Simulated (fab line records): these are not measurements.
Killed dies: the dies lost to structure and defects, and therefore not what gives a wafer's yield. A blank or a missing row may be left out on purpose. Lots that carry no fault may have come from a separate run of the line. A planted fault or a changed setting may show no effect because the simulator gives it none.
Which of the tools did it? | flow nandHarc | 13 lots with 39 wafers sampled at 5 steps, on a route of 1159 steps

== WHAT THE GAUGES SHOWED, per wafer ==
NHARC_P_BONDPAD_INSPECT_23. Usual: 326 for rawDefectCount, sd 120.
lot  | measured     | on               | rawDefectCount | flag
L935 | day 6 08:51  | defectInspect-02 | 331 396 319    | 
L936 | day 6 21:16  | defectInspect-01 | 266 358 303    | 
L937 | day 6 23:13  | defectInspect-01 | 291 259 302    | 
L939 | day 7 10:44  | defectInspect-02 | 303 236 256    | 
L938 | day 7 12:24  | defectInspect-02 | 371 346 294    | 
L941 | day 8 07:38  | defectInspect-01 | 247 341 358    | 
L944 | day 8 23:35  | defectInspect-02 | 312 343 383    | 
L949 | day 9 14:05  | defectInspect-01 | 270 263 455    | 
L951 | day 10 10:52 | defectInspect-01 | 256 247 165    | 
L952 | day 10 20:49 | defectInspect-01 | 184 251 252    | 
L955 | day 11 01:28 | defectInspect-01 | 305 389 217    | 
L956 | day 11 17:16 | defectInspect-02 | 210 191 248    | 
L958 | day 12 08:42 | defectInspect-01 | 327 192 353    | 

NHARC_A_ONON_D1_THK_MEAS_05: measures by ellipsometry. Usual: 1000 nm for thkNm, sd 7.8.
lot  | measured     | on           | thkNm (nm)     | flag
L935 | day 7 09:53  | filmMetro-02 | 991 988 990    | 
L936 | day 7 22:02  | filmMetro-01 | 1010 1009 1006 | 
L937 | day 7 22:02  | filmMetro-02 | 1004 1006 1004 | 
L939 | day 8 14:58  | filmMetro-01 | 1005 1005 1003 | 
L938 | day 8 14:56  | filmMetro-02 | 998 1003 998   | 
L941 | day 9 09:58  | filmMetro-02 | 1008 1009 1008 | 
L944 | day 10 03:23 | filmMetro-02 | 1448 1449 1447 | OFF
L949 | day 10 18:16 | filmMetro-01 | 1423 1420 1420 | OFF
L951 | day 11 12:48 | filmMetro-01 | 991 990 990    | 
L952 | day 11 21:01 | filmMetro-01 | 993 995 993    | 
L955 | day 12 03:04 | filmMetro-02 | 1006 1005 1006 | 
L956 | day 12 20:07 | filmMetro-01 | 996 995 996    | 
L958 | day 13 12:17 | filmMetro-02 | 996 998 995    | 

NHARC_END_SORT_01. Usual: killedAtArray 25, standard deviation 9.2; killedAtOther 0.8, standard deviation 1.2; killedAtPeriphery 3.9, standard deviation 2.6; killedDies 30, standard deviation 9.7; killedOpen 3.4, standard deviation 1.9; killedShort 2.0, standard deviation 1.4.
lot  | measured     | on        | killedAtArray | killedAtOther | killedAtPeriphery | killedDies  | killedOpen | killedShort | flag
L944 | day 21 19:04 | prober-01 | 672 669 673   | 1 0 0         | 4 8 4             | 677 677 677 | 3 9 3      | 0 2 3       | OFF
L949 | day 22 04:14 | prober-01 | 677 675 677   | 0 0 0         | 0 2 0             | 677 677 677 | 5 1 3      | 2 3 4       | OFF
L952 | day 23 16:43 | prober-02 | 19 19 10      | 1 1 1         | 3 2 3             | 23 22 14    | 6 7 2      | 2 3 1       | 

== EACH LOT AND THE TOOL THAT RAN IT (in order: tool; ch and the chambers of the sampled wafers; start) ==
lot  | NHARC_P_BONDPAD_ANNEAL_28       | NHARC_A_ONON_D1_DEP_03
L935 | rtpAnneal-02 ch 0, day 6 07:59  | pecvdOnon-02 ch 0, day 7 09:23
L936 | rtpAnneal-02 ch 0, day 6 20:23  | pecvdOnon-01 ch 0, day 7 21:32
L937 | rtpAnneal-01 ch 0, day 6 22:07  | pecvdOnon-02 ch 0, day 7 21:35
L939 | rtpAnneal-01 ch 0, day 7 09:50  | pecvdOnon-02 ch 0, day 8 14:27
L938 | rtpAnneal-02 ch 0, day 7 11:32  | pecvdOnon-01 ch 0, day 8 14:25
L941 | rtpAnneal-02 ch 0, day 8 06:51  | pecvdOnon-03 ch 0, day 9 09:35
L944 | rtpAnneal-01 ch 0, day 8 22:41  | pecvdOnon-02 ch 0, day 10 02:52
L949 | rtpAnneal-01 ch 0, day 9 13:15  | pecvdOnon-02 ch 0, day 10 17:48
L951 | rtpAnneal-01 ch 0, day 10 10:05 | pecvdOnon-03 ch 0, day 11 12:24
L952 | rtpAnneal-01 ch 0, day 10 20:00 | pecvdOnon-03 ch 0, day 11 20:34
L955 | rtpAnneal-01 ch 0, day 11 00:36 | pecvdOnon-01 ch 0, day 12 02:33
L956 | rtpAnneal-01 ch 0, day 11 16:30 | pecvdOnon-01 ch 0, day 12 19:43
L958 | rtpAnneal-01 ch 0, day 12 07:53 | pecvdOnon-01 ch 0, day 13 11:50
- NHARC_P_BONDPAD_ANNEAL_28: time 90 s.
- NHARC_A_ONON_D1_DEP_03: target thk 1000 nm.

== WHAT THE TOOLS THEMSELVES READ (means of the sampled wafers that have a number; where no wafer has one, the mark that the record gives instead) ==
NHARC_P_BONDPAD_ANNEAL_28. Usual: 225.95 for wafer_temp_C_max, sd 0.28.
lot  | tool         | wafer_temp_C_max | flag
L935 | rtpAnneal-02 | 225.83           | 
L936 | rtpAnneal-02 | 225.63           | 
L937 | rtpAnneal-01 | 225.91           | 
L939 | rtpAnneal-01 | 226.27           | 
L938 | rtpAnneal-02 | 225.74           | 
L941 | rtpAnneal-02 | 225.72           | 
L944 | rtpAnneal-01 | 226.22           | 
L949 | rtpAnneal-01 | 225.96           | 
L951 | rtpAnneal-01 | 225.98           | 
L952 | rtpAnneal-01 | 225.99           | 
L955 | rtpAnneal-01 | 226.20           | 
L956 | rtpAnneal-01 | 226.10           | 
L958 | rtpAnneal-01 | 226.18           | 

NHARC_A_ONON_D1_DEP_03. Usual: 499.9 sccm for nh3FlowSccm, sd 1.7.
lot  | tool         | nh3FlowSccm (sccm) | flag
L935 | pecvdOnon-02 | 500.0              | 
L936 | pecvdOnon-01 | 498.6              | 
L937 | pecvdOnon-02 | 501.1              | 
L939 | pecvdOnon-02 | 500.4              | 
L938 | pecvdOnon-01 | 498.3              | 
L941 | pecvdOnon-03 | 499.1              | 
L944 | pecvdOnon-02 | 501.2              | 
L949 | pecvdOnon-02 | 501.7              | 
L951 | pecvdOnon-03 | 501.0              | 
L952 | pecvdOnon-03 | 498.8              | 
L955 | pecvdOnon-01 | 499.1              | 
L956 | pecvdOnon-01 | 499.5              | 
L958 | pecvdOnon-01 | 501.3              | 

== THE ANSWER, worked out from the rows above alone ==
Rule: take the mean of a lot's wafers that have a number; if it is more than 3 standard deviations from the usual mean, the lot is off. A lot without any number at a reading at which 4 lots or more have one is off too. All remaining lots with rows at the step are treated as sound. First the gauges in route order, then the tools' own readings, where a lot's mean is used as printed above. The first step at which some lot is off is used, and at that step the reading that is off furthest; a lot without a number counts as furthest.
Off, at NHARC_A_ONON_D1_THK_MEAS_05 on thkNm: L944, L949.
If a tool, at a process step before that reading, ran all the lots that are off and no sound lot after the first of them, it fits. The gauges at NHARC_A_ONON_D1_THK_MEAS_05 aren't tried: what is off there is off at NHARC_END_SORT_01 too, on other tools, and a gauge's error can't cause that. One fits: NHARC_A_ONON_D1_DEP_03 on pecvdOnon-02. Its last sound lot is L939 (day 8 14:27), its first lot that is off L944 (day 10 02:52): a fault that began between those two fits.

== WHAT THE SIMULATOR HAD PUT IN ==
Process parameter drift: pecvdOnon-02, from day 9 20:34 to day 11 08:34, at NHARC_A_ONON_D1_DEP_03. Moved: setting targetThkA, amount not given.
Lots struck among those shown: L944, L949. The same result came from the rule above.
